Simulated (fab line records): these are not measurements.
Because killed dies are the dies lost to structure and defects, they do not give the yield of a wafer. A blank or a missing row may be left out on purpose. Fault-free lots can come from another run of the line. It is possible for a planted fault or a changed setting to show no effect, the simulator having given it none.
Which tool did it? / flow n5 finfet / 11 lots with 32 wafers sampled at 2 steps, on a route of 1938 steps

WHAT EACH GAUGE READ, for each wafer
N5_BEOL_M5_OVL_MEAS_12.
lot=L639; measured=day 8 17:53; on=overlay-02; M5_OVL (nm)=0.8 0.2 0.4
lot=L642; measured=day 11 16:33; on=overlay-01; M5_OVL (nm)=-0.2 0.3 -0.5
lot=L644; measured=day 12 06:06; on=overlay-01; M5_OVL (nm)=0.2 1.3
lot=L643; measured=day 12 10:35; on=overlay-01; M5_OVL (nm)=-0.9 0.2 -0.9
lot=L647; measured=day 12 11:37; on=overlay-01; M5_OVL (nm)=0.2 -0.4 0.4
lot=L651; measured=day 13 17:34; on=overlay-01; M5_OVL (nm)=0.7 1.0 0.8
lot=L654; measured=day 14 00:21; on=overlay-02; M5_OVL (nm)=-0.5 -0.5 0.4
lot=L658; measured=day 14 03:01; on=overlay-01; M5_OVL (nm)=1.0 0.5 0.9
lot=L660; measured=day 16 02:22; on=overlay-02; M5_OVL (nm)=0.4 0.7 1.0
lot=L662; measured=day 16 05:13; on=overlay-01; M5_OVL (nm)=1.3 0.9 1.0
lot=L661; measured=day 16 04:50; on=overlay-01; M5_OVL (nm)=-0.9 0.0 1.0

WHICH TOOL RAN EACH LOT (tool, then ch and the chambers of the sampled wafers, then the start)
lot=L639; N5_BEOL_M5_CURE_79=uv cure-02 ch 0, day 8 16:47
lot=L642; N5_BEOL_M5_CURE_79=uv cure-01 ch 1, day 11 13:32
lot=L644; N5_BEOL_M5_CURE_79=uv cure-02 ch 1, day 12 03:25
lot=L643; N5_BEOL_M5_CURE_79=uv cure-02 ch 1, day 12 07:23
lot=L647; N5_BEOL_M5_CURE_79=uv cure-02 ch 0, day 12 10:39
lot=L651; N5_BEOL_M5_CURE_79=uv cure-03 ch 2, day 13 15:57
lot=L654; N5_BEOL_M5_CURE_79=uv cure-01 ch 1, day 13 22:40
lot=L658; N5_BEOL_M5_CURE_79=uv cure-03 ch 2, day 14 01:22
lot=L660; N5_BEOL_M5_CURE_79=uv cure-01 ch 0, day 16 00:33
lot=L662; N5_BEOL_M5_CURE_79=uv cure-01 ch 0, day 16 02:59
lot=L661; N5_BEOL_M5_CURE_79=uv cure-03 ch 2, day 16 03:04
- N5_BEOL_M5_CURE_79: cures SiCOH lowk, time 240 s.

THE ANSWER, worked out from the rows above alone
Rule: what is usual is taken from the lots themselves. Put in order of their means at a reading, lots are off if they are a third of the lots or fewer, leave a main group of 4 or more, and stand apart from it by a gap of 3 or more times the standard deviation of the main group's means; of several such gaps the widest counts. The tables above print the reading to a certain number of digits; a main group whose means all agree to those digits is not used. Also off: a lot with no number at a reading for which 4 or more lots have one. Any other lot the step has rows for is counted as sound.
Across all readings shown, no lot is off: no conclusion can be drawn from this.

WHAT THE SIMULATOR PUT IN
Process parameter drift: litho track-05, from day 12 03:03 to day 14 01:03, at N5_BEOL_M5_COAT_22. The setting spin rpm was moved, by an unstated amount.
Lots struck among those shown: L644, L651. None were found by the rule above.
